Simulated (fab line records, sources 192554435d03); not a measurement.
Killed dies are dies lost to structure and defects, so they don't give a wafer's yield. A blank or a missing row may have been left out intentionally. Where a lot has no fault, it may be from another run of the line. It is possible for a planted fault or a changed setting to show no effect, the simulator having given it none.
Matching of chambers + flow n5_finfet + N5_BEOL_M0_SAQP_PECVD_00 on pecvd-03 has 3 sister chambers
The step deposits SiCN from 3MS/NH3, target thk 8 nm, time 14 s. 6 wafers are shown with their chamber, then 10 later ones without.

WAFERS WITH THEIR CHAMBER
| wafer  | chamber | throttle_valve_pct (%) | showerhead_plenum_p_Torr (Torr) |
|--------|---------|------------------------|---------------------------------|
| L079.3 | 2       | 9.0                    | 3.673                           |
| L079.4 | 2       | 8.6                    | 3.672                           |
| L080.2 | 1       | 9.1                    | 3.668                           |
| L080.6 | 0       | 9.4                    | 3.678                           |
| L090.2 | 0       | 9.3                    | 3.681                           |
| L090.3 | 1       | 9.3                    | 3.663                           |

WAFERS MISSING THEIR CHAMBER
| wafer  | throttle_valve_pct (%) | showerhead_plenum_p_Torr (Torr) |
|--------|------------------------|---------------------------------|
| L090.5 | 9.4                    | 3.679                           |
| L093.2 | 8.6                    | 3.675                           |
| L093.3 | 9.2                    | 3.675                           |
| L093.6 | 9.4                    | 3.659                           |
| L094.2 | 8.9                    | 3.665                           |
| L094.3 | 9.4                    | 3.685                           |
| L094.5 | 9.3                    | 3.680                           |
| L097.3 | 9.2                    | 3.677                           |
| L097.4 | 9.4                    | 3.671                           |
| L097.6 | 9.3                    | 3.683                           |

CHAMBER TAKEN BY EACH
| wafer  | from the rows above          | in truth |
|--------|------------------------------|----------|
| L090.5 | 0                            | 0        |
| L093.2 | 2                            | 2        |
| L093.3 | can't be placed: 0 or 2 or 1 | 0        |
| L093.6 | 1                            | 1        |
| L094.2 | can't be placed: 1 or 2      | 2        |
| L094.3 | 0                            | 0        |
| L094.5 | 0                            | 0        |
| L097.3 | can't be placed: 0 or 2      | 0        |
| L097.4 | can't be placed: 1 or 2 or 0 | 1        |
| L097.6 | 0                            | 0        |
Correctly placed: 6 of 10. Unplaceable from these rows: 4, with the true chamber sitting among the candidates in 4. Wrongly placed: 0.
How it was worked out, from the rows above alone: a wafer's distance from a chamber is the root of the sum, over the readings, of the square of ((its reading less the chamber's mean) divided by the reading's scatter). If the next closest chamber is less than 2 further off than the closest, the wafer can't be placed; otherwise it belongs to the closest. A chamber's mean is the mean of its shown wafers. The scatter: the root of (the sum of the squares of (reading less its chamber's mean) over the shown wafers, divided by (wafers less chambers)).
